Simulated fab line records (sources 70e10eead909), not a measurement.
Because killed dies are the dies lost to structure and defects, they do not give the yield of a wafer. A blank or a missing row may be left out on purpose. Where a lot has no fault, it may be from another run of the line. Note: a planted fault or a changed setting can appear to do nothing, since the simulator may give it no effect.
Problem report, 8D (eight disciplines) form, completed by code	flow nand_harc	the parts of the form that need people (team, actions taken, sign-off) are left out

## 1. WHAT WENT WRONG
Wafers without a fault read 26, standard deviation 8.6; killed_at_array at NHARC_END_SORT_01 reads a mean of 672 on 2 wafers belonging to 2 lots. That is +75 standard deviations from the usual mean.
First observed at day 23 04:44: wafer L512.1, on prober-02. Wafers with a number at this step in the record: 18, from 7 lots. Rule for "out" (also "out of limits"): further than 4 standard deviations from the usual mean. The other wafers with a number count as sound.

## 2. WHAT IT IS, WHAT IT ISN'T
question	is	is not
which readings at this step	killed_at_array, killed_dies	killed_at_other, killed_at_periphery, killed_short
which lots	L512, L514	L499, L503, L511, L517, L520
which wafers of those lots	L512.1, L514.1	L512.6, L514.6
read on which gauges	prober-01, prober-02	-
when	from day 23 04:44	up to then (9 sound wafers); but 7 sound wafers of L512, L514, L517, L520 came after

## 3. SUSPECTS, AND WHAT RULES EACH OUT
Counting: any tool at a process step up to the reading remains a suspect provided it ran every lot that is out. Sound lots after the first of them don't rule it out here, since some wafers of a struck lot are sound.
- the gauge at NHARC_END_SORT_01 is ruled out. The wafers that are out were read on 2 gauges (prober-01, prober-02).
- rie_diel-01 at NHARC_A_STAIRCASE_DESCUM_168 (chemistry O2, time 3 s): kept. Ran every lot that is out, first one L512 (day 14 20:24); last sound lot up to then L511 (day 13 22:05).
- rie_diel-13 at NHARC_A_STAIRCASE_TRIM_12 (chemistry O2, time 211.2 s): kept. It ran every lot that is out, first L512 (day 14 22:37).
- rie_diel-13 at NHARC_A_STAIRCASE_ETCH_13 (etches the open film in C4F8/O2, target depth 100 nm, time 40.5 s): kept. It ran every lot that is out, first L512 (day 14 22:47). Its own oes_product_au readings are out on those wafers.
- rie_diel-13 at NHARC_A_STAIRCASE_TRIM_18 (chemistry O2, time 211.2 s): kept. It ran every lot that is out, first L512 (day 23 04:44). Because NHARC_A_STAIRCASE_TRIM_18 lacks a start for some lots, the hours and order of its lots are taken from NHARC_END_SORT_01.
- Within rie_diel-01 at NHARC_A_STAIRCASE_DESCUM_168: the wafers that are out ran in chambers 0, 1; their sound lot-mates ran in chambers 2, 3.
- Within rie_diel-13 at NHARC_A_STAIRCASE_TRIM_12: the wafers that are out ran in chamber 1; their sound lot-mates ran in chambers 2, 3.
- Within rie_diel-13 at NHARC_A_STAIRCASE_TRIM_18: the wafers that are out ran in chambers 2, 3; their sound lot-mates ran in chambers 0, 1.
Left after counting: rie_diel-01 at NHARC_A_STAIRCASE_DESCUM_168, rie_diel-13 at NHARC_A_STAIRCASE_TRIM_12, rie_diel-13 at NHARC_A_STAIRCASE_ETCH_13, rie_diel-13 at NHARC_A_STAIRCASE_TRIM_18.

## 4. THE CAUSE (what the simulator had put in)
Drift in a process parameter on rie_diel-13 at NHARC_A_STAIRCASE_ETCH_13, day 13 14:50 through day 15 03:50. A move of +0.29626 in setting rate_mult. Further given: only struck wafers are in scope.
After counting, 4 suspects remain, this tool included.

## 5. THE CHAIN OF EFFECTS, in route order
One row per reading whose mean, taken over the struck wafers that have a number, lies over 3 standard deviations from the usual. Scope: only readings with a usual standard deviation given in the record; hours: median across lots of the time from each lot's start at the first step in this table that gives one to its start at this step; sigmas: change in usual standard deviations.
hours	step	reading	usual	on struck wafers	change	sigmas
0	NHARC_A_STAIRCASE_ETCH_13	oes_product_au	0.940 a.u.	1.092	+0.152	+12
202	NHARC_END_SORT_01	killed_at_array	26	672	+646	+75
202	NHARC_END_SORT_01	killed_dies	30	675	+645	+72
Process steps it contains:
- NHARC_A_STAIRCASE_ETCH_13: etches the open film in C4F8/O2, target depth 100 nm, time 40.5 s.

## 6. WHAT WOULD HAVE CAUGHT IT SOONER
Counted from the fault's start at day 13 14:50, it took 230 hours until the first out-of-limits reading at a measuring or inspecting step in this record, taken at day 23 04:44.
The tool's own readings at NHARC_A_STAIRCASE_ETCH_13 were out on every struck wafer that the step has a row for (oes_product_au): an alarm limit on them would have fired on the first of those.
By day 23 04:44, every lot that is out (2) had started NHARC_A_STAIRCASE_ETCH_13 on rie_diel-13. Tool hold at that time: it would have spared none of them.
